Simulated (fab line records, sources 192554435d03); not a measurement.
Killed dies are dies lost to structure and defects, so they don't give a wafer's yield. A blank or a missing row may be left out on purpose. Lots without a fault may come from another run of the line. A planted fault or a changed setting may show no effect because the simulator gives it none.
A struck lot beside a sound one | flow n5_finfet | 38 steps out of a route of 1938
Sound: wafers L825.1, L825.2, L825.4. Struck: wafer L809.4. (L809.2, L809.6 of the same lot were not struck and are left out.) The cause comes at the end.
At each step with rows: each side's tool, then ch and its chambers, then its first start. Under that, the readings that differ: sound wafers | struck wafers | difference of the means | sigmas: that difference in standard deviations of wafers without a fault.
alike: readings whose means differ by less than 2 such deviations, and words and numbers that are the same on both sides. not compared: withheld readings, readings that some wafer has no value for, bounds like >300 that may hide the same value, and numbers for which the record gives no deviation and whose values overlap.
The two part at a step that has a row with sigmas, a row that says differs or no value, or rows on one side only. Numbers that don't overlap but have no deviation are shown without sigmas and don't part them. A reading that every wafer of one side lacks parts them only if that side has two wafers or more.

first, 9 steps without rows for these wafers: N5_BEOL_M4_ANNEAL_95 (time 240 s); N5_BEOL_M4_SPUTTER_96 (material Cu, target thk 4.5 nm, time 8.29 s); N5_BEOL_M4_ECD_50 (material Cu, target thk 300 nm); N5_BEOL_M4_ANNEAL_51 (time 90 s); N5_BEOL_M4_CMP_52 (polishes, stops on SiOC, t overpolish 6.8 s, target thk 40 nm); N5_BEOL_M4_PRE_CLEAN_60 (time 15 s); N5_BEOL_M4_CO_CAP_55 (material Co, precursor CCTBA/H2, target thk 2 nm, time 102.1 s); N5_BEOL_M4_PRE_CLEAN_56 (time 15 s); N5_BEOL_M4_DEP_57 (deposits SiCN from 3MS/NH3, target thk 8 nm, time 14 s).
N5_BEOL_M4_RC_MEAS_101:
  sound on prober-01 ch 0, day 13 01:18; struck on prober-02 ch 0, day 9 00:23
  reading        | sound             | struck | difference | sigmas
  IOFF_N (nA/um) | 0.183 0.217 0.145 | 0.123  | -0.059     | -2
  SS_N (mV/dec)  | 72.1 72.5 71.4    | 70.8   | -1.2       | -2
  SS_P (mV/dec)  | 74.6 74.8 73.5    | 72.5   | -1.8       | -3
  alike: DIBL_N, DIBL_P, IOFF_P, ION_N, ION_P, VT_N, VT_P
then, 24 steps without rows for these wafers: N5_BEOL_M5_ILD_DEP_00 (deposits SiCOH lowk from DEMS/porogen, target thk 140.64 nm, time 25.9 s); N5_BEOL_M5_CURE_79 (cures SiCOH lowk, time 240 s); N5_BEOL_M5_PECVD_70 (deposits SiO2 from TEOS/O2, target thk 16 nm, time 18 s); N5_BEOL_M5_HM_DEP_02 (deposits TiN, target thk 20 nm); N5_BEOL_M5_COAT_59 (time 60 s, resist thk 60 nm); N5_BEOL_M5_COAT_60 (time 60 s, resist thk 12 nm); N5_BEOL_M5_COAT_71 (time 60 s, resist thk 5 nm); N5_BEOL_M5_COAT_05 (resist thk 30 nm); N5_BEOL_M5_EBR_07; N5_BEOL_M5_SOFTBAKE_06 (time 60 s); N5_BEOL_M5_EXPOSE_08 (exposes mask M5, target cd 28 nm); N5_BEOL_M5_PEB_09 (peb time 60 s); N5_BEOL_M5_DEVELOP_10 (develop time 30 s); N5_BEOL_M5_DESCUM_16 (chemistry O2, time 7 s); N5_BEOL_M5_ETCH_72 (etches underlayer in N2/H2, target depth 6.5 nm, time 5.2 s); N5_BEOL_M5_ETCH_61 (etches SiARC in CF4, target depth 15.6 nm, time 26 s); N5_BEOL_M5_ETCH_62 (etches SOC in N2/H2, target depth 75 nm, overetch 15 nm, time 112.5 s); N5_BEOL_M5_STRIP_63 (strips in N2/H2); N5_BEOL_M5_STRIP_73 (strips in N2/H2); N5_BEOL_M5_STRIP_64 (strips in CF4); N5_BEOL_M5_HM_OPEN_17 (chemistry Cl2/BCl3, target TiN, target depth 20 nm, overetch 6 nm); N5_BEOL_M5_STRIP_19 (strips in O2); N5_BEOL_M5_COAT_65 (time 60 s, resist thk 60 nm); N5_BEOL_M5_COAT_66 (time 60 s, resist thk 12 nm).
-- the record jumps here: 3 days lie between the struck wafers' starts before and after (it left off in module BEOL_M5 and takes up again in module BEOL_M13, whose first step shown is number 1710 of the route) --
N5_BEOL_M13_CMP_49: polishes, stops on SiOC, t overpolish 17.1 s, target thk 420 nm.
  sound on cmp-04 ch 1,2,3, day 16 07:13; struck on cmp-02 ch 3, day 12 07:00
  reading                      | sound                | struck | difference | sigmas
  barrier_field_endpoint_s (s) | 30.4 29.6 31.1       | 58.8   | +28.4      | +36
  overpolish_run_s (s)         | 17.085 17.096 17.103 | 2.778  | -14.317    | -99 or more
  alike: clearing_platen_down_force_psi, clearing_platen_rpm, head_pressure_psi, motor_current_A
N5_BEOL_M13_THK_MEAS_50: measures by xrf.
  sound on film_metro-01, day 16 07:31; struck on film_metro-02, day 12 07:16
  reading      | sound       | struck | difference | sigmas
  M13_THK (nm) | 416 411 416 | 783    | +369       | +53
N5_BEOL_M13_INSPECT_55: inspects for defects (darkfield).
  sound on defect_inspect-01, day 16 07:43; struck on defect_inspect-01, day 12 07:25
  reading          | sound    | struck | difference | sigmas
  raw_defect_count | 48 70 58 | 3109   | +3050      | +99 or more
N5_PASSIVATION_PROBE_49:
  sound on prober-01, day 17 11:00; struck on prober-02, day 13 15:57
  reading                  | sound          | struck | difference | sigmas
  defect_limited_yield (%) | 90.8 91.0 89.7 | 0      | -90        | -60
  killed_at_M4_up          | 8 7 16         | 1121   | +1111      | +99 or more
  killed_at_front_end      | 55 46 48       | 19     | -31        | -3
  killed_dies              | 108 106 122    | 1180   | +1068      | +63
  killed_on_rim            | 15 15 18       | 152    | +136       | +32
  killed_open              | 62 61 88       | 44     | -26        | -2
  sort_n_pass              | 1072 1074 1058 | 0      | -1068      | -63
  sort_yield_pct (%)       | 90.8 91.0 89.7 | 0      | -90        | -60
  alike: killed_at_M0_to_M3, killed_at_contacts, killed_at_other, killed_short, sort_bin_5_function, sort_bin_6_memory

WHERE THEY PART
First at N5_BEOL_M4_RC_MEAS_101; last, within this record, at N5_PASSIVATION_PROBE_49.

WHY: what the simulator had put in
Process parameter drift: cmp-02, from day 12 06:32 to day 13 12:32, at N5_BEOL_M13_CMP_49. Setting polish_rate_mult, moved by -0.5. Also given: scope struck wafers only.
